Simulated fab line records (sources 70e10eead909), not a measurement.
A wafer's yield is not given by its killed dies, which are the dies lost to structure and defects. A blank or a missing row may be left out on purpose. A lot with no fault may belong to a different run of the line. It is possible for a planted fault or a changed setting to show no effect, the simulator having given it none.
What tool caused it? + flow nand harc + 24 lots with 72 wafers sampled at 5 steps, on a route of 1159 steps

== WHAT EACH GAUGE READ, for each wafer ==
NHARC_A_BLC_INSPECT_28. Usual: 444 for raw defect count, sd 120.
| lot  | measured     | on                | raw defect count | flag |
|------|--------------|-------------------|------------------|------|
| L076 | day 17 17:11 | defect inspect-01 | 455 522 414      |      |
| L077 | day 17 17:47 | defect inspect-01 | 386 307 391      |      |
| L078 | day 17 19:33 | defect inspect-02 | 384 257 294      |      |
| L074 | day 17 20:19 | defect inspect-02 | 715 541 416      |      |
| L079 | day 18 12:18 | defect inspect-01 | 496 396 378      |      |
| L075 | day 18 15:32 | defect inspect-01 | 499 481 498      |      |
| L080 | day 18 17:52 | defect inspect-01 | 372 411 444      |      |
| L081 | day 19 16:26 | defect inspect-02 | 334 440 400      |      |
| L083 | day 19 16:53 | defect inspect-02 | 332 366 219      |      |
| L082 | day 19 23:11 | defect inspect-01 | 630 731 400      |      |
| L084 | day 20 16:41 | defect inspect-02 | 360 534 344      |      |
| L085 | day 20 19:19 | defect inspect-01 | 363 538 613      |      |
| L087 | day 20 20:26 | defect inspect-02 | 406 463 341      |      |
| L086 | day 21 06:48 | defect inspect-01 | 417 403 545      |      |
| L091 | day 21 07:59 | defect inspect-01 | 436 682 578      |      |
| L090 | day 21 14:22 | defect inspect-02 | 323 735 474      |      |
| L088 | day 21 14:47 | defect inspect-02 | 397 584 430      |      |
| L089 | day 21 19:21 | defect inspect-02 | 429 404 358      |      |
| L092 | day 21 23:31 | defect inspect-02 | 496 435 369      |      |
| L093 | day 22 01:08 | defect inspect-02 | 443 551 366      |      |
| L094 | day 22 07:09 | defect inspect-02 | 538 660 447      |      |
| L095 | day 23 01:20 | defect inspect-02 | 821 647 355      |      |
| L096 | day 23 05:08 | defect inspect-01 | 419 366 328      |      |
| L097 | day 23 05:37 | defect inspect-02 | 224 260 263      |      |

NHARC_A_M0_OVL_MEAS_10: pitch 160 nm. Usual: overlay x nm 0.0 nm, standard deviation 0.8; overlay y nm -0.1 nm, standard deviation 0.85.
| lot  | measured     | on         | overlay x nm (nm) | overlay y nm (nm) | flag |
|------|--------------|------------|-------------------|-------------------|------|
| L076 | day 17 18:05 | overlay-02 | 0.1 0.5 -0.3      | -1.5 -1.7 -0.9    |      |
| L077 | day 17 18:41 | overlay-01 | -0.6 -0.5 0.1     | -1.5 -1.0 -0.7    |      |
| L078 | day 17 20:25 | overlay-01 | -1.1 -1.4 -1.2    | 0.1 0.6 0.1       |      |
| L074 | day 17 21:18 | overlay-01 | -1.2 -0.7 -1.0    | -0.8 -0.8 -0.7    |      |
| L079 | day 18 13:17 | overlay-01 | 0.9 1.4 1.7       | -1.3 -0.9 -1.0    |      |
| L075 | day 18 16:33 | overlay-01 | -0.5 0.0 -0.4     | 0.3 0.4 0.6       |      |
| L080 | day 18 18:55 | overlay-02 | -0.1 -0.5 0.3     | -1.2 -1.1 -0.9    |      |
| L081 | day 19 17:49 | overlay-01 | 0.8 1.4 1.3       | 0.4 0.2 -0.1      |      |
| L083 | day 19 18:04 | overlay-02 | 0.2 0.0 -0.2      | 0.8 0.3 0.2       |      |
| L082 | day 20 00:11 | overlay-02 | 0.7 0.3 0.4       | -0.2 0.0 -0.2     |      |
| L084 | day 20 17:40 | overlay-01 | -1.1 -0.4 -1.1    | -1.0 -0.8 -1.4    |      |
| L085 | day 20 20:17 | overlay-01 | -0.1 0.3 0.5      | -0.1 -0.4 0.3     |      |
| L087 | day 20 21:26 | overlay-01 | 0.0 0.1 0.6       | -0.4 -0.3 -0.1    |      |
| L086 | day 21 07:40 | overlay-01 | 0.9 0.5 0.6       | 0.9 0.1 0.9       |      |
| L091 | day 21 08:58 | overlay-01 | 0.0 0.4 0.2       | 0.3 0.5 0.6       |      |
| L090 | day 21 15:22 | overlay-01 | 0.9 0.5 0.5       | 1.5 1.7 1.5       |      |
| L088 | day 21 15:47 | overlay-01 | -1.0 -1.0 -0.9    | -0.6 -0.6 -0.2    |      |
| L089 | day 21 20:15 | overlay-02 | -1.0 -0.3 -0.2    | -0.4 -0.8 -1.3    |      |
| L092 | day 22 00:23 | overlay-02 | 0.0 0.1 0.2       | -0.1 -0.6 0.1     |      |
| L093 | day 22 02:08 | overlay-01 | 0.7 0.5 0.4       | -1.6 -1.3 -1.4    |      |
| L094 | day 22 08:08 | overlay-02 | -0.8 -1.0 -0.5    | 0.5 1.1 1.1       |      |
| L095 | day 23 02:19 | overlay-02 | -0.5 0.1 0.5      | 1.4 0.6 0.7       |      |
| L096 | day 23 06:00 | overlay-02 | -0.5 -1.1 -1.9    | -0.1 0.4 0.5      |      |
| L097 | day 23 06:35 | overlay-01 | 1.2 0.9 1.4       | 1.2 1.7 0.5       |      |

== WHAT TOOL EACH LOT RAN ON (gives the tool, then ch and the chambers of the sampled wafers, and finally the start) ==
| lot  | NHARC_A_CONTACT_CVD_19                   | NHARC_A_BLC_PVD_32                      | NHARC_A_BLC_ALD_23                  |
|------|------------------------------------------|-----------------------------------------|-------------------------------------|
| L076 | cvd w-02 ch 0,1, day 17 16:07 or earlier | pvd sputter-03, day 17 16:07 or earlier | ald metal-01 ch 0,1,3, day 17 16:07 |
| L077 | cvd w-01 ch 0,1, day 17 16:40 or earlier | pvd sputter-01, day 17 16:40 or earlier | ald metal-03 ch 0,1,2, day 17 16:40 |
| L078 | cvd w-02 ch 0,1, day 17 18:23 or earlier | pvd sputter-03, day 17 18:23 or earlier | ald metal-04 ch 0,1,3, day 17 18:23 |
| L074 | cvd w-01 ch 0,1, day 17 19:00 or earlier | pvd sputter-03, day 17 19:00 or earlier | ald metal-04 ch 0,3, day 17 19:00   |
| L079 | cvd w-01 ch 0,1, day 18 05:10 or earlier | pvd sputter-02, day 18 05:10 or earlier | ald metal-01 ch 2,3, day 18 05:10   |
| L075 | cvd w-02 ch 0,1, day 18 14:26 or earlier | pvd sputter-01, day 18 14:26 or earlier | ald metal-03 ch 0,2,3, day 18 14:26 |
| L080 | cvd w-02 ch 0,1, day 18 16:46 or earlier | pvd sputter-01, day 18 16:46 or earlier | ald metal-01 ch 2,3, day 18 16:46   |
| L081 | cvd w-02 ch 0,1, day 19 13:19 or earlier | pvd sputter-01, day 19 13:19 or earlier | ald metal-04 ch 0,1,3, day 19 13:19 |
| L083 | cvd w-02 ch 1, day 19 14:35 or earlier   | pvd sputter-03, day 19 14:35 or earlier | ald metal-01 ch 0,2,3, day 19 14:35 |
| L082 | cvd w-02 ch 0,1, day 19 17:35 or earlier | pvd sputter-03, day 19 17:35 or earlier | ald metal-04 ch 0,2,3, day 19 17:35 |
| L084 | cvd w-01 ch 0,1, day 20 14:30 or earlier | pvd sputter-03, day 20 14:30 or earlier | ald metal-01 ch 0,1,3, day 20 14:30 |
| L085 | cvd w-01 ch 0,1, day 20 18:13 or earlier | pvd sputter-01, day 20 18:13 or earlier | ald metal-04 ch 0,1,2, day 20 18:13 |
| L087 | cvd w-01 ch 0,1, day 20 19:17 or earlier | pvd sputter-01, day 20 19:17 or earlier | ald metal-03 ch 0,3, day 20 19:17   |
| L086 | cvd w-02 ch 0,1, day 21 03:19 or earlier | pvd sputter-01, day 21 03:19 or earlier | ald metal-04 ch 1,2,3, day 21 03:19 |
| L091 | cvd w-02 ch 0,1, day 21 04:12 or earlier | pvd sputter-01, day 21 04:12 or earlier | ald metal-01 ch 0,2,3, day 21 04:12 |
| L090 | cvd w-02 ch 0,1, day 21 10:07 or earlier | pvd sputter-01, day 21 10:07 or earlier | ald metal-03 ch 0,2, day 21 10:07   |
| L088 | cvd w-01 ch 0,1, day 21 11:39 or earlier | pvd sputter-03, day 21 11:39 or earlier | ald metal-01 ch 0,1,2, day 21 11:39 |
| L089 | cvd w-02 ch 0,1, day 21 15:56 or earlier | pvd sputter-03, day 21 15:56 or earlier | ald metal-03 ch 0,3, day 21 15:56   |
| L092 | cvd w-01 ch 0,1, day 21 18:35 or earlier | pvd sputter-03, day 21 18:35 or earlier | ald metal-03 ch 0,1,2, day 21 18:35 |
| L093 | cvd w-02 ch 0,1, day 21 22:17 or earlier | pvd sputter-03, day 21 22:17 or earlier | ald metal-01 ch 0,3, day 21 22:17   |
| L094 | cvd w-01 ch 0,1, day 22 06:02 or earlier | pvd sputter-03, day 22 06:02 or earlier | ald metal-04 ch 1,2,3, day 22 06:02 |
| L095 | cvd w-02 ch 0, day 22 20:07 or earlier   | pvd sputter-02, day 22 20:07 or earlier | ald metal-03 ch 2,3, day 22 20:07   |
| L096 | cvd w-02 ch 0,1, day 22 21:57 or earlier | pvd sputter-01, day 22 21:57 or earlier | ald metal-04 ch 0,2, day 22 21:57   |
| L097 | cvd w-02 ch 1, day 22 22:16 or earlier   | pvd sputter-01, day 22 22:16 or earlier | ald metal-01 ch 0,1,3, day 22 22:16 |
- NHARC_A_CONTACT_CVD_19: deposits W, target thk 300 nm, time 802 s.
- NHARC_A_BLC_PVD_32: deposits Ti, target thk 5 nm, time 17.7 s.
- NHARC_A_BLC_ALD_23: deposits TiN, target thk 3 nm, pulse time 1 s, ald cycles 150.

== WHAT THE TOOLS THEMSELVES READ (means of the sampled wafers that have a number; where no wafer has one, the mark that the record gives instead) ==
NHARC_A_CONTACT_CVD_19. Usual: heater power w 473 W, standard deviation 40; throttle valve pct 7.9 %, standard deviation 0.32.
| lot  | tool     | heater power w (W) | throttle valve pct (%) | flag |
|------|----------|--------------------|------------------------|------|
| L076 | cvd w-02 | 492                | 7.7                    |      |
| L077 | cvd w-01 | 425                | 8.2                    |      |
| L078 | cvd w-02 | 488                | 7.9                    |      |
| L074 | cvd w-01 | 457                | 7.8                    |      |
| L079 | cvd w-01 | 428                | 8.0                    |      |
| L075 | cvd w-02 | 491                | 7.8                    |      |
| L080 | cvd w-02 | 496                | 7.8                    |      |
| L081 | cvd w-02 | 489                | 7.8                    |      |
| L083 | cvd w-02 | 474                | 8.1                    |      |
| L082 | cvd w-02 | 486                | 8.0                    |      |
| L084 | cvd w-01 | 452                | 7.9                    |      |
| L085 | cvd w-01 | 431                | 8.2                    |      |
| L087 | cvd w-01 | 421                | 8.2                    |      |
| L086 | cvd w-02 | 487                | 7.9                    |      |
| L091 | cvd w-02 | 493                | 8.0                    |      |
| L090 | cvd w-02 | 489                | 8.0                    |      |
| L088 | cvd w-01 | 453                | 7.7                    |      |
| L089 | cvd w-02 | 495                | 7.9                    |      |
| L092 | cvd w-01 | 461                | 7.8                    |      |
| L093 | cvd w-02 | 487                | 8.0                    |      |
| L094 | cvd w-01 | 423                | 8.0                    |      |
| L095 | cvd w-02 | 510                | 8.1                    |      |
| L096 | cvd w-02 | 504                | 7.8                    |      |
| L097 | cvd w-02 | 480                | 8.0                    |      |

NHARC_A_BLC_PVD_32. Usual: cathode dc power W 5000.0 W, standard deviation 1; throttle valve pct 30.0 %, standard deviation 1.
| lot  | tool           | cathode dc power W (W) | throttle valve pct (%) | flag |
|------|----------------|------------------------|------------------------|------|
| L076 | pvd sputter-03 | 5000.6                 | 30.5                   |      |
| L077 | pvd sputter-01 | 4999.9                 | 30.7                   |      |
| L078 | pvd sputter-03 | 4999.8                 | 28.8                   |      |
| L074 | pvd sputter-03 | 4999.6                 | 29.7                   |      |
| L079 | pvd sputter-02 | 5000.9                 | 30.8                   |      |
| L075 | pvd sputter-01 | 5000.2                 | 30.6                   |      |
| L080 | pvd sputter-01 | 5000.1                 | 31.2                   |      |
| L081 | pvd sputter-01 | 4999.6                 | 30.8                   |      |
| L083 | pvd sputter-03 | 4999.0                 | 29.7                   |      |
| L082 | pvd sputter-03 | 5001.2                 | 29.6                   |      |
| L084 | pvd sputter-03 | 4999.8                 | 29.8                   |      |
| L085 | pvd sputter-01 | 5000.3                 | 30.6                   |      |
| L087 | pvd sputter-01 | 5000.8                 | 30.4                   |      |
| L086 | pvd sputter-01 | 5000.5                 | 30.5                   |      |
| L091 | pvd sputter-01 | 5000.0                 | 30.8                   |      |
| L090 | pvd sputter-01 | 4999.6                 | 30.5                   |      |
| L088 | pvd sputter-03 | 5000.4                 | 28.9                   |      |
| L089 | pvd sputter-03 | 4999.1                 | 28.9                   |      |
| L092 | pvd sputter-03 | 4999.6                 | 29.1                   |      |
| L093 | pvd sputter-03 | 4999.6                 | 29.4                   |      |
| L094 | pvd sputter-03 | 4999.9                 | 29.6                   |      |
| L095 | pvd sputter-02 | 4999.6                 | 30.0                   |      |
| L096 | pvd sputter-01 | 5000.2                 | 30.7                   |      |
| L097 | pvd sputter-01 | 4999.4                 | 30.2                   |      |

NHARC_A_BLC_ALD_23. Usual: heater power w 1067 W, standard deviation 83; precursor pulse height rel 0.998, standard deviation 0.019.
| lot  | tool         | heater power w (W) | precursor pulse height rel | flag |
|------|--------------|--------------------|----------------------------|------|
| L076 | ald metal-01 | 1049               | 1.001                      |      |
| L077 | ald metal-03 | 1078               | 0.989                      |      |
| L078 | ald metal-04 | 1095               | 0.992                      |      |
| L074 | ald metal-04 | 1089               | 0.985                      |      |
| L079 | ald metal-01 | 1105               | 0.983                      |      |
| L075 | ald metal-03 | 1036               | 0.995                      |      |
| L080 | ald metal-01 | 1086               | 1.010                      |      |
| L081 | ald metal-04 | 1062               | 0.998                      |      |
| L083 | ald metal-01 | 1084               | 1.006                      |      |
| L082 | ald metal-04 | 1053               | 1.031                      |      |
| L084 | ald metal-01 | 1016               | 1.008                      |      |
| L085 | ald metal-04 | 1064               | 0.980                      |      |
| L087 | ald metal-03 | 1089               | 0.996                      |      |
| L086 | ald metal-04 | 1003               | 0.996                      |      |
| L091 | ald metal-01 | 1054               | 0.990                      |      |
| L090 | ald metal-03 | 1003               | 0.985                      |      |
| L088 | ald metal-01 | 1054               | 1.017                      |      |
| L089 | ald metal-03 | 1107               | 0.991                      |      |
| L092 | ald metal-03 | 1098               | 1.000                      |      |
| L093 | ald metal-01 | 1040               | 1.006                      |      |
| L094 | ald metal-04 | 1017               | 0.985                      |      |
| L095 | ald metal-03 | 971                | 1.017                      |      |
| L096 | ald metal-04 | 1104               | 1.006                      |      |
| L097 | ald metal-01 | 1032               | 0.986                      |      |

== THE ANSWER, worked out from the rows above alone ==
Rule: a lot counts as off when the mean over its wafers that have a number is more than 3 standard deviations away from the usual mean. Also off: a lot with no number at a reading for which 4 or more lots have one. The other lots that the step has rows for count as sound. The gauges are gone through in route order, then the tools' own readings, and for those a lot's mean is taken as printed above. The first step at which some lot is off is used, and at that step the reading that is off furthest; a lot without a number counts as furthest.
Nothing can be told from this: no lot is off at any reading shown.

== WHAT HAD BEEN PUT IN BY THE SIMULATOR ==
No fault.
